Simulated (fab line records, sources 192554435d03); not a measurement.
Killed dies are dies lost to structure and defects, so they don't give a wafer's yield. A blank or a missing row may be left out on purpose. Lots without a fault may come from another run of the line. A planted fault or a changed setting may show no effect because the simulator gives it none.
Chamber matching | flow n5_finfet | N5_BEOL_M4_STRIP_36 on rie_diel-04: 4 sister chambers
The step strips in N2/H2. 4 wafers are shown with their chamber, then 8 later ones without.

WAFERS WITH THEIR CHAMBER
wafer  | chamber | showerhead_plenum_p_Torr (Torr)
L081.2 | 3       | 2.70
L081.3 | 2       | 2.41
L084.6 | 0       | 2.49
L083.2 | 1       | 2.59

WAFERS WITHOUT THEIR CHAMBER
wafer  | showerhead_plenum_p_Torr (Torr)
L083.3 | 2.70
L083.5 | 2.59
L086.2 | 2.59
L086.3 | 2.49
L086.4 | 2.41
L094.1 | 2.69
L094.2 | 2.48
L094.3 | 2.72

WHICH CHAMBER EACH WENT THROUGH
wafer  | from the rows above | in truth
L083.3 | 3                   | 3
L083.5 | 1                   | 1
L086.2 | 1                   | 1
L086.3 | 0                   | 0
L086.4 | 2                   | 2
L094.1 | 3                   | 3
L094.2 | 0                   | 0
L094.3 | 3                   | 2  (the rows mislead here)
Placed correctly: 7 of 8. Can't be placed from these rows: 0. Placed wrongly: 1.
How it was worked out, from the rows above alone: a wafer's distance from a chamber is the root of the sum, over the readings, of the square of ((its reading less the chamber's mean) divided by the reading's scatter). The wafer belongs to the nearest chamber; if the next one is less than 2 further off, it can't be placed. A chamber's mean is the mean of its shown wafers. The scatter: with one shown wafer a chamber, the root of the mean of the squares of how far each hidden wafer lies from its nearest shown one.
